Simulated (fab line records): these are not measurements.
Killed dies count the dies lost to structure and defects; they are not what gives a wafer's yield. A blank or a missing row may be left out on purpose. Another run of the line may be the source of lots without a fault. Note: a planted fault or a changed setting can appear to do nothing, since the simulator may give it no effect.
Lot-split experiment -- flow n5 finfet -- on a route of 1938 steps: 7 lots, 39 wafers read

== ON THE SPLIT ==
At N5_SD_EPI_P_ETCH_36 (etches SiARC in CF4, target depth 45.5 nm, time 75.8 s), the setting bias w was moved away from the recipe's 36 W on 18 of the 39 wafers read, by -18.7% to +12.3%. The other wafers ran this setting at the recipe's value.

The split's own step is where the reading is taken.

== THE READING ==
rf vpp V, in V, at N5_SD_EPI_P_ETCH_36 (etches SiARC in CF4, target depth 45.5 nm, time 75.8 s). Fault-free wafers of this fab line usually give 184.3 V, standard deviation 1.3 V.

wafer,"tool, chamber at the split","bias w as run, W",against the recipe,"rf vpp V, V",against lot-mates on the recipe
L075.1,"rie diel-01, 2",36,recipe,183.9,-
L075.2,"rie diel-01, 1",39.16,+8.8%,197.3,+12.4
L075.3,"rie diel-01, 0",39.16,+8.8%,195.7,+10.8
L075.4,"rie diel-01, 3",39.16,+8.8%,196.9,+12.0
L075.5,"rie diel-01, 1",36,recipe,186.3,-
L075.6,"rie diel-01, 0",36,recipe,184.6,-
L081.1,"rie diel-02, 2",36,recipe,182.2,-
L081.2,"rie diel-02, 3",29.26,-18.7%,163.1,-19.0
L081.3,"rie diel-02, 1",29.26,-18.7%,159.4,-22.7
L081.4,"rie diel-02, 0",29.26,-18.7%,162.6,-19.5
L081.5,"rie diel-02, 1",36,recipe,182.7,-
L081.6,"rie diel-02, 2",36,recipe,181.5,-
L082.1,"rie diel-02, 0",38.04,+5.7%,188.7,+4.6
L082.2,"rie diel-02, 1",38.04,+5.7%,190.2,+6.1
L082.3,"rie diel-02, 3",38.04,+5.7%,193.1,+9.0
L082.4,"rie diel-02, 3",36,recipe,185.6,-
L082.5,"rie diel-02, 0",36,recipe,183.9,-
L082.6,"rie diel-02, 1",36,recipe,182.7,-
L083.1,"rie diel-03, 2",39.53,+9.8%,196.1,+11.6
L083.2,"rie diel-03, 1",36,recipe,183.4,-
L083.3,"rie diel-03, 0",39.53,+9.8%,195.4,+10.9
L083.4,"rie diel-03, 3",39.53,+9.8%,196.7,+12.2
L083.5,"rie diel-03, 3",36,recipe,183.8,-
L083.6,"rie diel-03, 2",36,recipe,186.4,-
L087.2,"rie diel-03, 3",36,recipe,184.2,-
L087.3,"rie diel-03, 1",36,recipe,183.7,-
L087.4,"rie diel-03, 2",36,recipe,186.4,-
L088.1,"rie diel-01, 0",36,recipe,185.2,-
L088.2,"rie diel-01, 3",40.42,+12.3%,198.6,+13.6
L088.3,"rie diel-01, 2",36,recipe,185.1,-
L088.4,"rie diel-01, 1",40.42,+12.3%,199.9,+14.9
L088.5,"rie diel-01, 2",36,recipe,184.8,-
L088.6,"rie diel-01, 3",40.42,+12.3%,198.2,+13.2
L090.1,"rie diel-02, 3",36,recipe,185.1,-
L090.2,"rie diel-02, 1",36,recipe,183.0,-
L090.3,"rie diel-02, 0",33.64,-6.6%,175.5,-8.4
L090.4,"rie diel-02, 2",33.64,-6.6%,175.6,-8.3
L090.5,"rie diel-02, 1",33.64,-6.6%,176.4,-7.5
L090.6,"rie diel-02, 0",36,recipe,183.5,-

FIT RESULTS
A straight line over all 39 wafers: rf vpp V changes by +1.22 V for each +1% of bias w; r = +0.99; the points scatter about the line by 1.4 V.
The same after taking each lot's own level away (the mean of its wafers on the recipe; 39 wafers): +1.14 V for each +1%; r = +0.99; scatter 1.2 V.
Per that fit: largest bias w move, reading shift of 21 V.
Across the lots, their own levels run from 182.13 to 185.03 V, a range of 2.2 times the standard deviation given above.
So the lot-to-lot level changes the slope little: the two slopes agree.
Check: for one of the wafers moved furthest among these (-18.7%), held out of the fit, the line's prediction against its lot-mates is -21.8 V. It came out at -19 V against them.
Tool readings at the split's step, against how far the setting was moved: etch rf on time s r = -0.89; rf vpp V r = +0.99.

== OTHER SPLITS ON THESE WAFERS ==
Other splits were also applied to these wafers ahead of the reading. Each is held against what the fit with the lots' levels taken away leaves over:
other split on the same wafers,wafers away from the commonest value,r with rf vpp V (lot level and that fit taken away)
N5_WELL_APT_IMPLANT_14 energy kev,12,-0.20
N5_DUMMY_GATE_ETCH_31 target depth a,18,-0.16
N5_SD_EPI_N_LINER_46 target thk a,15,+0.17

== THE WHOLE CHAIN: every reading that the file lists as answering this split, in the file's order ==
step,what it does,reading,change (the file's fit),r (the file's)
N5_SD_EPI_P_ETCH_36,"etches SiARC in CF4, target depth 45.5 nm, time 75.8 s",etch rf on time s,withheld for each +1% of the setting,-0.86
N5_SD_EPI_P_ETCH_36,"etches SiARC in CF4, target depth 45.5 nm, time 75.8 s",rf vpp V,+1.15 V for each +1% of the setting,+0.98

== FILE'S OWN FIT ==
rf vpp V changes by +1.15 V for each +1% of bias w, r = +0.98.
